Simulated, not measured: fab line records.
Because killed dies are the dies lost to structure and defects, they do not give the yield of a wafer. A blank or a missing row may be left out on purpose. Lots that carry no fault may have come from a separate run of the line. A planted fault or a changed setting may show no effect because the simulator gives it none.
Chamber matching / flow nand-harc / cmp-02 running NHARC_P_M2_CMP_23: 4 sister chambers
The step polishes, t overpolish 20 s, target thk 144.3 nm. 4 wafers are shown with their chamber, then 9 later ones without.

## WAFERS PAIRED WITH THEIR CHAMBERS
wafer=L089.2; chamber=2; motor-current-A (A)=9.8
wafer=L089.5; chamber=3; motor-current-A (A)=11.6
wafer=L089.1; chamber=1; motor-current-A (A)=11.7
wafer=L089.6; chamber=0; motor-current-A (A)=11.5

## WAFERS WITHOUT THEIR CHAMBER
wafer=L094.1; motor-current-A (A)=11.3
wafer=L094.2; motor-current-A (A)=12.0
wafer=L094.5; motor-current-A (A)=11.9
wafer=L096.1; motor-current-A (A)=10.5
wafer=L096.2; motor-current-A (A)=11.6
wafer=L096.6; motor-current-A (A)=11.1
wafer=L097.3; motor-current-A (A)=11.0
wafer=L097.4; motor-current-A (A)=11.1
wafer=L097.6; motor-current-A (A)=11.8

## CHAMBER TAKEN BY EACH
wafer=L094.1; from the rows above=can't be placed: 0 or 3 or 1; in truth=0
wafer=L094.2; from the rows above=can't be placed: 1 or 3 or 0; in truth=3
wafer=L094.5; from the rows above=can't be placed: 1 or 3 or 0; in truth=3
wafer=L096.1; from the rows above=can't be placed: 2 or 0 or 3 or 1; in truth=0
wafer=L096.2; from the rows above=can't be placed: 3 or 0 or 1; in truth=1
wafer=L096.6; from the rows above=can't be placed: 0 or 3 or 1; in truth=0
wafer=L097.3; from the rows above=can't be placed: 0 or 3 or 1 or 2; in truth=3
wafer=L097.4; from the rows above=can't be placed: 0 or 3 or 1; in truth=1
wafer=L097.6; from the rows above=can't be placed: 1 or 3 or 0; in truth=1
0 of 9 placed correctly. From these rows, 9 cannot be placed; in 9 the true chamber is one of the candidates. Wrongly placed: 0.
How it was worked out, from the rows above alone: a wafer's distance from a chamber is the root of the sum, over the readings, of the square of ((its reading less the chamber's mean) divided by the reading's scatter). The wafer belongs to the nearest chamber; if the next one is less than 2 further off, it can't be placed. Each chamber's mean is taken over the wafers shown for it. The scatter (one wafer shown for each chamber): square how far every hidden wafer sits from the nearest shown wafer, average those squares and take the square root.
